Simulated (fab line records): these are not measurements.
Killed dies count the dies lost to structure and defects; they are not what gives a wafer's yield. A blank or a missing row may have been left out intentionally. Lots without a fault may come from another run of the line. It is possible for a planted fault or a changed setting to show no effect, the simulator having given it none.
Chamber matching | flow n5_finfet | uv_cure-01 running N5_BEOL_M8_CURE_75: 3 sister chambers
The step cures SiCOH lowk, time 120 s. 6 wafers are shown with their chamber, then 7 later ones without.

WAFERS, EACH WITH ITS CHAMBER
wafer  | chamber | wafer_temp_C_max | lamp_power_pct (%)
L075.5 | 0       | 372.2            | 52.26
L075.6 | 0       | 371.8            | 52.29
L090.3 | 2       | 372.0            | 52.33
L090.6 | 2       | 372.8            | 52.28
L096.1 | 1       | 372.0            | 52.28
L096.3 | 1       | 371.9            | 52.35

WAFERS WITHOUT THEIR CHAMBER
wafer  | wafer_temp_C_max | lamp_power_pct (%)
L096.4 | 372.3            | 52.43
L097.1 | 371.7            | 52.30
L097.2 | 372.0            | 52.35
L097.5 | 372.3            | 52.37
L097.3 | 371.7            | 52.38
L097.4 | 372.0            | 52.38
L097.6 | 371.4            | 52.23

EACH ONE'S CHAMBER
wafer  | from the rows above          | in truth
L096.4 | can't be placed: 1 or 2 or 0 | 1
L097.1 | can't be placed: 1 or 0 or 2 | 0
L097.2 | can't be placed: 1 or 2 or 0 | 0
L097.5 | can't be placed: 1 or 2 or 0 | 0
L097.3 | can't be placed: 1 or 2 or 0 | 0
L097.4 | can't be placed: 1 or 2 or 0 | 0
L097.6 | can't be placed: 0 or 1 or 2 | 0
0 of 7 placed correctly. Unplaceable from these rows: 7, with the true chamber sitting among the candidates in 7. Placed wrongly: 0.
How it was worked out, from the rows above alone: a wafer's distance from a chamber is the root of the sum, over the readings, of the square of ((its reading less the chamber's mean) divided by the reading's scatter). The wafer belongs to the nearest chamber; if the next one is less than 2 further off, it can't be placed. The mean given for a chamber averages the wafers shown for that chamber. The scatter: take each reading less its chamber's mean, square it, sum over the shown wafers, divide by the number of wafers less the number of chambers, and take the root.
